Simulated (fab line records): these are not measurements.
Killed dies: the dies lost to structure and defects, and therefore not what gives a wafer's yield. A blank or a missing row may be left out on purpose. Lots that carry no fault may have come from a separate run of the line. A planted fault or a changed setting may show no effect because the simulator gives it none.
Comparing a struck lot with a sound one || flow nand-harc || 20 steps out of a route of 1159
Sound: the wafers L852.1, L852.2, L852.4. Struck: wafers L860.2, L860.6 (left out: L860.4, a lot-mate that was not struck); the cause follows at the end.
Per side, at each step with rows, come the tool, then ch with its chambers, and then its first start. Under that, the readings that differ: sound wafers || struck wafers || difference of the means || sigmas: that difference in standard deviations of wafers without a fault.
alike: a reading whose means differ by less than 2 such deviations, as well as words and numbers matching on both sides. not compared: withheld readings; readings where some wafer has no value; bounds like >300 that might hide an equal value; numbers whose values overlap and for which the record gives no deviation.
A row with sigmas, a row that says differs or no value, or rows on one side alone: a step with any of these is where the two part. Numbers that have no deviation but don't overlap get no sigmas and don't part them. A reading that every wafer of one side lacks parts them only if that side has two wafers or more.

NHARC_P_ZERO_WELL_CD_MEAS_11 targets a cd of 500 nm.
  sound on cd-sem-01 ch 0, day 2 19:14; struck on cd-sem-03 ch 0, day 4 19:14
  alike: cd-nm
then, 1 step without rows for these wafers: NHARC_P_ZERO_WELL_HARDBAKE_12 (time 65 s).
NHARC_P_ZERO_WELL_DESCUM_13: chemistry O2, time 3 s.
  sound on rie-diel-07 ch 0,1,3, day 2 19:25; struck on rie-diel-07 ch 0,1, day 4 19:25
  alike: drypump-motor-current-A, o2-flow-sccm, oes-product-au, rf-vpp-V, showerhead-plenum-p-Torr, throttle-valve-pct
  not compared: rf-hours-counter-h
NHARC_P_ZERO_WELL_ETCH_65: etches the open film in N2/H2, target depth 80 nm, overetch 24 nm, time 87.88 s.
  sound on rie-diel-07 ch 0,1,3, day 2 19:30; struck on rie-diel-07 ch 1, day 4 19:31
  alike: drypump-motor-current-A, oes-product-au, rf-vpp-V, showerhead-plenum-p-Torr, throttle-valve-pct
  not compared: rf-hours-counter-h
NHARC_P_ZERO_WELL_ETCH_62: etches the open film in CHF3/Ar, target depth 13 nm, time 6.5 s.
  sound: rie-diel-07 ch 0,2,3; struck: rie-diel-07 ch 0,2
  alike: drypump-motor-current-A, oes-product-au, rf-vpp-V, showerhead-plenum-p-Torr, throttle-valve-pct
  not compared: rf-hours-counter-h
NHARC_P_ZERO_WELL_ETCH_63: etches the open film in HBr/Cl2, target depth 120 nm, time 40.1 s.
  sound on rie-si-03 ch 0,1,2, day 2 19:40; struck on rie-si-03 ch 0,2, day 4 19:42
{"reading": "throttle-valve-pct (%)", "sound": "26.417 26.422 26.423", "struck": "26.395 26.404", "difference": -0.021, "sigmas": -2}
  alike: drypump-motor-current-A, mfc-cl2-sccm, oes-product-au
  not compared: rf-hours-counter-h
then, 6 steps without rows for these wafers: NHARC_P_ZERO_WELL_STRIP_15 (strips in SPM, time 900 s); NHARC_P_ZERO_WELL_DEHYDRATE_16 (time 120 s); NHARC_P_ZERO_WELL_HMDS_17 (time 30 s); NHARC_P_ZERO_WELL_COAT_18; NHARC_P_ZERO_WELL_SOFTBAKE_19 (time 95 s); NHARC_P_ZERO_WELL_EBR_20.
NHARC_P_ZERO_WELL_EXPOSE_21: exposes mask P NWELL, target cd 720 nm.
  sound on krf-scanner-03 ch 0, day 2 20:26; struck on krf-scanner-03 ch 0, day 4 20:20
  alike: mask
then, 2 steps without rows for these wafers: NHARC_P_ZERO_WELL_PEB_22 (peb time 85 s); NHARC_P_ZERO_WELL_DEVELOP_23 (time 70 s).
NHARC_P_ZERO_WELL_CD_MEAS_24 targets a cd of 720 nm.
  sound on cd-sem-03 ch 0, day 2 20:35; struck on cd-sem-03 ch 0, day 4 20:29
{"reading": "cd-nm (nm)", "sound": "721.5 719.8 719.2", "struck": "753.9 752.5", "difference": "+33.0", "sigmas": "+18"}
then, 1 step without rows for these wafers: NHARC_P_ZERO_WELL_HARDBAKE_25 (time 80 s).
NHARC_P_ZERO_WELL_DESCUM_26: chemistry O2, time 3 s.
  sound on rie-diel-04 ch 0,2,3, day 2 20:46; struck on rie-diel-02 ch 0,1, day 4 20:41
{"reading": "model.P_ZERO_WELL.cd-nm (nm)", "sound": "721.9 720.8 719.9", "struck": "755.1 752.2", "difference": "+32.8", "sigmas": ""}
  alike: drypump-motor-current-A, o2-flow-sccm, oes-product-au, rf-vpp-V, showerhead-plenum-p-Torr, throttle-valve-pct
  not compared: rf-hours-counter-h
then, 2 steps without rows for these wafers: NHARC_P_ZERO_WELL_IMPLANT_27; NHARC_END_SORT_01.

== WHERE THEY PART ==
Earliest at NHARC_P_ZERO_WELL_ETCH_63; latest, in this record, at NHARC_P_ZERO_WELL_CD_MEAS_24. Later steps at which nothing parts them and some readings are alike: NHARC_P_ZERO_WELL_DESCUM_26.

WHY: the cause the simulator had injected
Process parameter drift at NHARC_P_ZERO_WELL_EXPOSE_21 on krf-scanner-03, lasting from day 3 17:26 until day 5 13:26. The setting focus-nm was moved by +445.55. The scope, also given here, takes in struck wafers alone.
